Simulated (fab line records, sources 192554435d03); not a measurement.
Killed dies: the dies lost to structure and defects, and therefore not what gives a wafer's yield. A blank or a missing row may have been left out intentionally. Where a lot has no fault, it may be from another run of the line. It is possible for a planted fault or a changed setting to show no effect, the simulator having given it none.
Which tool did it? | flow n5 finfet | 24 lots, 72 wafers sampled, at 6 steps of a route of 1938

## WHAT THE GAUGES SHOWED, per wafer
Not one reading of a measure or inspect step in the record can be checked against a usual standard deviation.

## WHICH TOOL RAN EACH LOT (tool, then ch and the chambers of the sampled wafers, then the start)
lot  | N5_BEOL_M1_ANNEAL_49         | N5_BEOL_M1_SPUTTER_94        | N5_BEOL_M1_ANNEAL_95         | N5_BEOL_M1_CMP_52             | N5_BEOL_M2_ILD_DEP_00           | N5_BEOL_M2_HM_DEP_02
L074 | pvd sputter-01, day 6 10:38  | pvd sputter-01, day 6 12:06  | pvd sputter-01, day 6 12:11  | cmp-03 ch 1,2,3, day 6 12:53  | pecvd-01 ch 1,2, day 6 13:29    | pvd sputter-03, day 6 16:19
L075 | pvd sputter-02, day 6 14:19  | pvd sputter-02, day 6 15:46  | pvd sputter-02, day 6 15:51  | cmp-04 ch 0,1,2, day 6 16:29  | pecvd-04 ch 0,2, day 6 17:06    | pvd sputter-01, day 6 18:11
L076 | pvd sputter-02, day 6 16:11  | pvd sputter-02, day 6 17:39  | pvd sputter-02, day 6 17:44  | cmp-03 ch 0,1,2, day 6 18:28  | pecvd-02 ch 0,1, day 6 18:59    | pvd sputter-03, day 6 20:29
L077 | pvd sputter-01, day 7 05:19  | pvd sputter-01, day 7 06:46  | pvd sputter-01, day 7 06:51  | cmp-02 ch 0,1,3, day 7 08:09  | pecvd-04 ch 0,1,2, day 7 08:46  | pvd sputter-01, day 7 10:19
L078 | pvd sputter-01, day 7 08:13  | pvd sputter-01, day 7 09:40  | pvd sputter-01, day 7 09:45  | cmp-03 ch 0,3, day 7 10:23    | pecvd-01 ch 0,1,2, day 7 11:02  | pvd sputter-02, day 7 13:13
L079 | pvd sputter-01, day 7 14:30  | pvd sputter-01, day 7 15:58  | pvd sputter-01, day 7 16:02  | cmp-02 ch 0,1,2, day 7 16:59  | pecvd-02 ch 0,1, day 7 17:32    | pvd sputter-02, day 7 18:32
L080 | pvd sputter-03, day 8 00:21  | pvd sputter-03, day 8 01:49  | pvd sputter-03, day 8 01:53  | cmp-03 ch 0,1,3, day 8 02:31  | pecvd-01 ch 1,2, day 8 03:10    | pvd sputter-01, day 8 04:25
L081 | pvd sputter-02, day 8 10:55  | pvd sputter-02, day 8 12:22  | pvd sputter-02, day 8 12:27  | cmp-03 ch 0,2, day 8 13:07    | pecvd-01 ch 1,2, day 8 13:42    | pvd sputter-02, day 8 15:10
L082 | pvd sputter-01, day 8 11:04  | pvd sputter-01, day 8 12:32  | pvd sputter-01, day 8 12:37  | cmp-04 ch 0,2, day 8 13:17    | pecvd-02 ch 0,1,2, day 8 13:52  | pvd sputter-03, day 8 15:12
L083 | pvd sputter-01, day 8 13:58  | pvd sputter-01, day 8 15:26  | pvd sputter-01, day 8 15:31  | cmp-04 ch 0,2,3, day 8 16:16  | pecvd-04 ch 0,1, day 8 16:47    | pvd sputter-02, day 8 18:10
L084 | pvd sputter-01, day 8 21:36  | pvd sputter-01, day 8 23:04  | pvd sputter-01, day 8 23:08  | cmp-04 ch 2,3, day 8 23:46    | pecvd-04 ch 0,2, day 9 00:29    | pvd sputter-03, day 9 01:13
L085 | pvd sputter-03, day 8 22:08  | pvd sputter-03, day 8 23:36  | pvd sputter-03, day 8 23:41  | cmp-04 ch 0,2,3, day 9 02:00  | pecvd-02 ch 1,2, day 9 03:08    | pvd sputter-01, day 9 04:56
L086 | pvd sputter-03, day 9 13:17  | pvd sputter-03, day 9 14:45  | pvd sputter-03, day 9 14:50  | cmp-02 ch 1,3, day 9 15:30    | pecvd-02 ch 0,1,2, day 9 16:07  | pvd sputter-02, day 9 17:16
L087 | pvd sputter-02, day 9 14:55  | pvd sputter-02, day 9 16:23  | pvd sputter-02, day 9 16:28  | cmp-03 ch 0,2, day 9 17:08    | pecvd-02 ch 0,2, day 9 17:43    | pvd sputter-01, day 9 18:41
L088 | pvd sputter-01, day 9 22:46  | pvd sputter-01, day 10 00:14 | pvd sputter-01, day 10 00:19 | cmp-02 ch 0,1,2, day 10 01:24 | pecvd-02 ch 0,1, day 10 02:01   | pvd sputter-02, day 10 03:23
L089 | pvd sputter-03, day 10 00:34 | pvd sputter-03, day 10 02:01 | pvd sputter-03, day 10 02:06 | cmp-04 ch 0,2,3, day 10 02:46 | pecvd-04 ch 0,1,2, day 10 03:21 | pvd sputter-02, day 10 04:19
L090 | pvd sputter-01, day 10 17:40 | pvd sputter-01, day 10 19:08 | pvd sputter-01, day 10 19:13 | cmp-04 ch 0,1,2, day 10 19:59 | pecvd-04 ch 0,1, day 10 20:36   | pvd sputter-03, day 10 21:32
L091 | pvd sputter-02, day 11 01:09 | pvd sputter-02, day 11 02:37 | pvd sputter-02, day 11 02:41 | cmp-02 ch 0,1,2, day 11 03:19 | pecvd-01 ch 0,1,2, day 11 03:56 | pvd sputter-02, day 11 04:08
L092 | pvd sputter-03, day 11 01:26 | pvd sputter-03, day 11 02:54 | pvd sputter-03, day 11 02:59 | cmp-03 ch 0,2,3, day 11 03:46 | pecvd-04 ch 0,1, day 11 04:24   | pvd sputter-02, day 11 06:26
L093 | pvd sputter-03, day 11 08:11 | pvd sputter-03, day 11 09:38 | pvd sputter-03, day 11 09:43 | cmp-04 ch 0,1,2, day 11 10:22 | pecvd-04 ch 1,2, day 11 10:59   | pvd sputter-01, day 11 11:47
L094 | pvd sputter-02, day 11 10:05 | pvd sputter-02, day 11 11:32 | pvd sputter-02, day 11 11:37 | cmp-04 ch 1,2,3, day 11 12:20 | pecvd-02 ch 0,2, day 11 12:52   | pvd sputter-02, day 11 13:43
L095 | pvd sputter-02, day 11 11:55 | pvd sputter-02, day 11 13:23 | pvd sputter-02, day 11 13:28 | cmp-02 ch 2,3, day 11 14:11   | pecvd-01 ch 0,1, day 11 14:48   | pvd sputter-01, day 11 17:15
L096 | pvd sputter-03, day 11 22:58 | pvd sputter-03, day 12 00:26 | pvd sputter-03, day 12 00:31 | cmp-02 ch 2,3, day 12 01:08   | pecvd-02 ch 0,2, day 12 01:46   | pvd sputter-02, day 12 01:55
L097 | pvd sputter-03, day 12 01:52 | pvd sputter-03, day 12 03:19 | pvd sputter-03, day 12 03:24 | cmp-04 ch 0,1, day 12 04:02   | pecvd-04 ch 0,1,2, day 12 04:40 | pvd sputter-03, day 12 05:28
- N5_BEOL_M1_ANNEAL_49: time 240 s.
- N5_BEOL_M1_SPUTTER_94: material Cu, target thk 4.5 nm, time 8.29 s.
- N5_BEOL_M1_ANNEAL_95: time 240 s.
- N5_BEOL_M1_CMP_52: polishes, stops on SiOC, t overpolish 6.8 s, target thk 40 nm.
- N5_BEOL_M2_ILD_DEP_00: deposits SiOC from DEMS/O2, target thk 79 nm, time 15.3 s.
- N5_BEOL_M2_HM_DEP_02: deposits TiN, target thk 20 nm.

## WHAT THE TOOLS THEMSELVES READ (means of the sampled wafers that have a number; where no wafer has one, the mark that the record gives instead)
N5_BEOL_M1_ANNEAL_49.
lot  | tool           | heater power w (W)
L074 | pvd sputter-01 | 783
L075 | pvd sputter-02 | 718
L076 | pvd sputter-02 | 767
L077 | pvd sputter-01 | 841
L078 | pvd sputter-01 | 847
L079 | pvd sputter-01 | 843
L080 | pvd sputter-03 | 805
L081 | pvd sputter-02 | 746
L082 | pvd sputter-01 | 840
L083 | pvd sputter-01 | 782
L084 | pvd sputter-01 | 889
L085 | pvd sputter-03 | 853
L086 | pvd sputter-03 | 787
L087 | pvd sputter-02 | 741
L088 | pvd sputter-01 | 799
L089 | pvd sputter-03 | 888
L090 | pvd sputter-01 | 834
L091 | pvd sputter-02 | 771
L092 | pvd sputter-03 | 789
L093 | pvd sputter-03 | 814
L094 | pvd sputter-02 | 696
L095 | pvd sputter-02 | 742
L096 | pvd sputter-03 | 796
L097 | pvd sputter-03 | 751

N5_BEOL_M1_SPUTTER_94.
lot  | tool           | chuck gas flow sccm (sccm) | throttle valve pct (%)
L074 | pvd sputter-01 | 1.27                       | 30.6
L075 | pvd sputter-02 | 1.24                       | 29.7
L076 | pvd sputter-02 | 1.24                       | 29.6
L077 | pvd sputter-01 | 1.27                       | 30.3
L078 | pvd sputter-01 | 1.27                       | 30.1
L079 | pvd sputter-01 | 1.26                       | 30.9
L080 | pvd sputter-03 | 1.25                       | 29.8
L081 | pvd sputter-02 | 1.23                       | 29.1
L082 | pvd sputter-01 | 1.22                       | 29.9
L083 | pvd sputter-01 | 1.27                       | 30.1
L084 | pvd sputter-01 | 1.25                       | 29.6
L085 | pvd sputter-03 | 1.25                       | 29.4
L086 | pvd sputter-03 | 1.26                       | 30.0
L087 | pvd sputter-02 | 1.22                       | 29.2
L088 | pvd sputter-01 | 1.31                       | 30.2
L089 | pvd sputter-03 | 1.21                       | 28.6
L090 | pvd sputter-01 | 1.26                       | 29.7
L091 | pvd sputter-02 | 1.29                       | 29.7
L092 | pvd sputter-03 | 1.32                       | 30.0
L093 | pvd sputter-03 | 1.27                       | 29.5
L094 | pvd sputter-02 | 1.31                       | 29.1
L095 | pvd sputter-02 | 1.26                       | 29.8
L096 | pvd sputter-03 | 1.28                       | 30.0
L097 | pvd sputter-03 | 1.25                       | 30.4

N5_BEOL_M1_ANNEAL_95.
lot  | tool           | heater power w (W)
L074 | pvd sputter-01 | 798
L075 | pvd sputter-02 | 724
L076 | pvd sputter-02 | 771
L077 | pvd sputter-01 | 869
L078 | pvd sputter-01 | 836
L079 | pvd sputter-01 | 824
L080 | pvd sputter-03 | 806
L081 | pvd sputter-02 | 753
L082 | pvd sputter-01 | 835
L083 | pvd sputter-01 | 780
L084 | pvd sputter-01 | 882
L085 | pvd sputter-03 | 856
L086 | pvd sputter-03 | 778
L087 | pvd sputter-02 | 748
L088 | pvd sputter-01 | 786
L089 | pvd sputter-03 | 901
L090 | pvd sputter-01 | 823
L091 | pvd sputter-02 | 765
L092 | pvd sputter-03 | 781
L093 | pvd sputter-03 | 821
L094 | pvd sputter-02 | 711
L095 | pvd sputter-02 | 740
L096 | pvd sputter-03 | 799
L097 | pvd sputter-03 | 745

N5_BEOL_M1_CMP_52.
lot  | tool   | barrier field endpoint s (s) | motor current A (A) | overpolish run s (s) | retaining ring pressure frac | time to endpoint s (s)
L074 | cmp-03 | 24.9                         | 6.1                 | 6.783                | 1.002                        | 62
L075 | cmp-04 | 23.9                         | 5.5                 | 6.803                | 1.001                        | 62
L076 | cmp-03 | 24.6                         | 5.7                 | 6.801                | 1.003                        | 60
L077 | cmp-02 | 24.1                         | 5.7                 | 6.796                | 0.993                        | 63
L078 | cmp-03 | 25.1                         | 6.3                 | 6.810                | 1.002                        | 65
L079 | cmp-02 | 24.5                         | 5.9                 | 6.799                | 1.002                        | 64
L080 | cmp-03 | 24.3                         | 6.0                 | 6.787                | 1.000                        | 61
L081 | cmp-03 | 24.6                         | 5.1                 | 6.801                | 1.002                        | 62
L082 | cmp-04 | 24.5                         | 5.7                 | 6.799                | 1.005                        | 62
L083 | cmp-04 | 24.5                         | 6.1                 | 6.797                | 1.001                        | 59
L084 | cmp-04 | 23.4                         | 6.4                 | 6.794                | 0.997                        | 56
L085 | cmp-04 | 24.4                         | 5.9                 | 6.801                | 1.003                        | 60
L086 | cmp-02 | 24.2                         | 5.6                 | 6.799                | 1.000                        | 63
L087 | cmp-03 | 24.4                         | 5.2                 | 6.795                | 1.003                        | 61
L088 | cmp-02 | 25.4                         | 6.0                 | 6.801                | 1.006                        | 66
L089 | cmp-04 | 24.8                         | 5.9                 | 6.802                | 1.003                        | 60
L090 | cmp-04 | 23.8                         | 5.6                 | 6.798                | 1.001                        | 64
L091 | cmp-02 | 24.9                         | 6.1                 | 6.804                | 0.991                        | 66
L092 | cmp-03 | 24.1                         | 5.8                 | 6.801                | 1.003                        | 61
L093 | cmp-04 | 25.0                         | 5.6                 | 6.802                | 0.999                        | 66
L094 | cmp-04 | 24.4                         | 6.0                 | 6.806                | 1.006                        | 61
L095 | cmp-02 | 24.2                         | 5.8                 | 6.803                | 1.001                        | 63
L096 | cmp-02 | 24.9                         | 5.9                 | 6.800                | 0.997                        | 64
L097 | cmp-04 | 25.5                         | 5.3                 | 6.798                | 0.994                        | 63

N5_BEOL_M2_ILD_DEP_00.
lot  | tool     | heater power w (W) | showerhead plenum p Torr (Torr) | throttle valve pct (%)
L074 | pecvd-01 | 530                | 5.689                           | 12.1
L075 | pecvd-04 | 446                | 5.695                           | 12.0
L076 | pecvd-02 | 461                | 5.684                           | 11.7
L077 | pecvd-04 | 476                | 5.690                           | 11.7
L078 | pecvd-01 | 471                | 5.690                           | 12.0
L079 | pecvd-02 | 429                | 5.695                           | 11.7
L080 | pecvd-01 | 543                | 5.679                           | 12.2
L081 | pecvd-01 | 516                | 5.679                           | 12.5
L082 | pecvd-02 | 508                | 5.680                           | 11.8
L083 | pecvd-04 | 507                | 5.705                           | 11.8
L084 | pecvd-04 | 462                | 5.695                           | 11.9
L085 | pecvd-02 | 524                | 5.668                           | 12.0
L086 | pecvd-02 | 464                | 5.684                           | 11.8
L087 | pecvd-02 | 481                | 5.691                           | 11.8
L088 | pecvd-02 | 450                | 5.685                           | 11.6
L089 | pecvd-04 | 486                | 5.696                           | 11.7
L090 | pecvd-04 | 462                | 5.695                           | 11.8
L091 | pecvd-01 | 487                | 5.680                           | 11.9
L092 | pecvd-04 | 486                | 5.699                           | 12.2
L093 | pecvd-04 | 488                | 5.710                           | 11.4
L094 | pecvd-02 | 501                | 5.700                           | 11.8
L095 | pecvd-01 | 490                | 5.699                           | 12.0
L096 | pecvd-02 | 491                | 5.699                           | 12.0
L097 | pecvd-04 | 476                | 5.701                           | 11.8

N5_BEOL_M2_HM_DEP_02.
lot  | tool           | throttle valve pct (%)
L074 | pvd sputter-03 | 29.7
L075 | pvd sputter-01 | 29.9
L076 | pvd sputter-03 | 29.6
L077 | pvd sputter-01 | 30.2
L078 | pvd sputter-02 | 29.1
L079 | pvd sputter-02 | 28.8
L080 | pvd sputter-01 | 30.5
L081 | pvd sputter-02 | 28.4
L082 | pvd sputter-03 | 29.7
L083 | pvd sputter-02 | 28.9
L084 | pvd sputter-03 | 29.0
L085 | pvd sputter-01 | 30.4
L086 | pvd sputter-02 | 30.3
L087 | pvd sputter-01 | 30.0
L088 | pvd sputter-02 | 29.6
L089 | pvd sputter-02 | 29.0
L090 | pvd sputter-03 | 29.3
L091 | pvd sputter-02 | 29.7
L092 | pvd sputter-02 | 29.8
L093 | pvd sputter-01 | 30.5
L094 | pvd sputter-02 | 29.1
L095 | pvd sputter-01 | 30.3
L096 | pvd sputter-02 | 29.6
L097 | pvd sputter-03 | 30.1

## THE ANSWER, worked out from the rows above alone
Rule: the usual values come from the lots themselves. Put in order of their means at a reading, lots are off if they are a third of the lots or fewer, leave a main group of 4 or more, and stand apart from it by a gap of 3 or more times the standard deviation of the main group's means; of several such gaps the widest counts. A main group whose means are all the same, to the digits that the tables above print for the reading, isn't used. Also off: a lot with no number at a reading for which 4 or more lots have one. All remaining lots with rows at the step are treated as sound. First the gauges in route order, then the tools' own readings, where a lot's mean is used as printed above. At the first step where some lot is off, the reading lying furthest off is the one used; lots without a number count as furthest.
Nothing can be told from this: no lot is off at any reading shown.

## WHAT THE SIMULATOR HAD PUT IN
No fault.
